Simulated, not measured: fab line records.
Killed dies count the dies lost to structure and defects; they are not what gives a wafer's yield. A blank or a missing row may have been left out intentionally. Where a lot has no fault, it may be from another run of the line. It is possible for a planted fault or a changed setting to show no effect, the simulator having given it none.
Problem report, 8D (eight disciplines) form, completed by code -- flow nand_harc -- the parts of the form that need people (team, actions taken, sign-off) are left out

== 1. THE PROBLEM ==
At NHARC_A_ONON_D1_THK_MEAS_27, thk_nm averages 621 nm over 6 wafers from 2 lots, while fault-free wafers read 1001 nm, standard deviation 11. Relative to the usual mean, that is a shift of -35 standard deviations.
The step: measures by ellipsometry.
First seen on wafer L940.3, day 10 09:09, on film_metro-02. Wafers with a number at this step in the record: 33, from 11 lots. By rule, "out" or "out of limits" means more than 4 standard deviations away from the usual mean. The other wafers with a number count as sound.

== 2. WHAT IT IS; WHAT IT IS NOT ==
question,is,is not
which readings at this step,thk_nm,-
which lots,"L940, L944","L930, L931, L932, L945, L947, L948, L949, L952, L953"
which wafers of those lots,all that have a number,-
read on which gauges,"film_metro-01, film_metro-02",-
when,from day 10 09:09,"up to then (9 sound wafers); but 18 sound wafers of L945, L947, L948, L949, L952, L953 came after"

== 3. THE SUSPECTS, EACH WITH WHAT RULES IT OUT ==
Counting: a tool at a process step up to the reading stays a suspect if it ran every lot that is out and no sound lot after the first of them.
- the gauge at NHARC_A_ONON_D1_THK_MEAS_27: ruled out. 2 gauges (film_metro-01, film_metro-02) read the wafers that are out.
- rie_diel-04 at NHARC_A_ZERO_WELL_DESCUM_12 (chemistry O2, time 3 s): ruled out as a lasting fault. The sound lots L947 went through it after L940, its earliest lot that is out (day 8 23:20).
- pecvd_onon-03 at NHARC_A_ONON_D1_DEP_25 (target thk 1000 nm): kept. It processed each lot that is out, first L940 at day 10 08:45, and no sound lot thereafter; up to then, the last sound lot it processed was L932 at day 8 01:23.
Left after counting: pecvd_onon-03 at NHARC_A_ONON_D1_DEP_25.

== 4. THE CAUSE (what the simulator had put in) ==
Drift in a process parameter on pecvd_onon-03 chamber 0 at NHARC_A_ONON_D1_DEP_25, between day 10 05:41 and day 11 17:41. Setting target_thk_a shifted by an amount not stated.
After counting, this tool was the only one left.

== 5. SEQUENCE OF EFFECTS, ordered by route ==
Rows list readings where the struck wafers' mean (over those with a number) sits beyond 3 standard deviations from the usual. Readings are gone through only where the record gives a usual standard deviation; hours: the median, over the lots, of the time from a lot's start at the first step in this table giving one to that lot's start at this step; sigmas: the change measured in usual standard deviations.
hours,step,reading,usual,on struck wafers,change,sigmas
0,NHARC_A_ONON_D1_THK_MEAS_27,thk_nm,1001 nm,621,-380,-35
273,NHARC_END_SORT_01,killed_at_array,27,673,+646,+59
273,NHARC_END_SORT_01,killed_dies,31,677,+646,+54

== 6. WHAT WOULD HAVE CAUGHT IT SOONER ==
In this record the first reading out of limits at a measuring or inspecting step was taken at day 10 09:09, 3 hours after the fault began at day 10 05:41.
No tool reading at NHARC_A_ONON_D1_DEP_25 that has a usual standard deviation in the record was out on any struck wafer, so an alarm limit of 4 standard deviations on those readings would not have fired.
Lots out: 2; of these, L944 started NHARC_A_ONON_D1_DEP_25 on pecvd_onon-03 after day 10 09:09. It would have been spared by a hold on the tool at that moment.
